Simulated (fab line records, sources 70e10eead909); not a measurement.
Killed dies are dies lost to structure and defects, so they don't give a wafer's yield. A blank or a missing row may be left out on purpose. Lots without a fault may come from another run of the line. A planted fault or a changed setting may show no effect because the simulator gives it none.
One fault seen from 2 desks | flow nand_harc | each desk has only its own numbers; what lay behind them comes last

THE METROLOGY DESK
What the gauges read, lot by lot, whatever tool the lot ran on: means of the sampled wafers that have a number. A lot is out of limits, marked OUT, if its mean lies more than 4 standard deviations from the usual mean; the brackets give that distance.
Columns: A = cd_nm at NHARC_A_BONDPAD_CD_MEAS_09, usual 501.9 nm; B = overlay_x_nm at NHARC_A_BONDPAD_OVL_MEAS_35, usual 2 nm; C = overlay_y_nm at NHARC_A_BONDPAD_OVL_MEAS_35, usual 1 nm; D = cd_nm at NHARC_A_BONDPAD_CD_MEAS_13, usual 501.6 nm
lot  | first seen here | A     | B  | C  | D
L386 | day 23 08:01    | 501.1 | 5  | -0 | 500.2
L385 | day 23 09:45    | 499.9 | -3 | 1  | 499.9
L395 | day 28 10:46    | 505.2 | 5  | 1  | 505.5
L397 | day 29 04:16    | 502.6 | 9  | 7  | 502.7
L406 | day 32 11:06    | 504.5 | -2 | 7  | 503.0
L407 | day 32 19:59    | 501.8 | 3  | 3  | 500.0
This desk's finding: nothing out of limits on any of the 6 lots.

THE TOOL OWNER'S DESK: rie_diel-11
The tool's own readings at NHARC_A_BONDPAD_ETCH_24 (etches the open film in CF4/N2, target depth 30 nm, time 72.99 s): means of the sampled wafers that have a number, for each lot that ran on this tool. A lot is out of limits, marked OUT, if its mean lies more than 4 standard deviations from the usual mean; the brackets give that distance.
Columns: A = drypump_motor_current_A at NHARC_A_BONDPAD_ETCH_24, usual 5.8 A; B = mfc_ar_sccm at NHARC_A_BONDPAD_ETCH_24, usual 149.9 sccm; C = oes_product_au at NHARC_A_BONDPAD_ETCH_24, usual 0.992 a.u.; D = rf_vpp_V at NHARC_A_BONDPAD_ETCH_24, usual 313.3 V; E = showerhead_plenum_p_Torr at NHARC_A_BONDPAD_ETCH_24, usual 2.57 Torr; F = throttle_valve_pct at NHARC_A_BONDPAD_ETCH_24, usual 19.795 %
lot  | first seen here | A   | B     | C     | D     | E    | F
L386 | day 23 08:46    | 6.1 | 149.9 | 0.996 | 315.7 | 2.67 | 19.787
L395 | day 28 11:31    | 5.8 | 149.8 | 0.942 | 314.4 | 2.62 | 19.800
L397 | day 29 05:01    | 5.8 | 150.0 | 0.951 | 315.0 | 2.64 | 19.791
L406 | day 32 11:53    | 5.7 | 149.9 | 1.000 | 313.6 | 2.56 | 19.799
This desk's finding: nothing out of limits on any of the 4 lots.

PUT TOGETHER
The metrology desk saw nothing out of limits.
The tool owner's desk saw nothing out of limits.

WHAT THE SIMULATOR HAD PUT IN
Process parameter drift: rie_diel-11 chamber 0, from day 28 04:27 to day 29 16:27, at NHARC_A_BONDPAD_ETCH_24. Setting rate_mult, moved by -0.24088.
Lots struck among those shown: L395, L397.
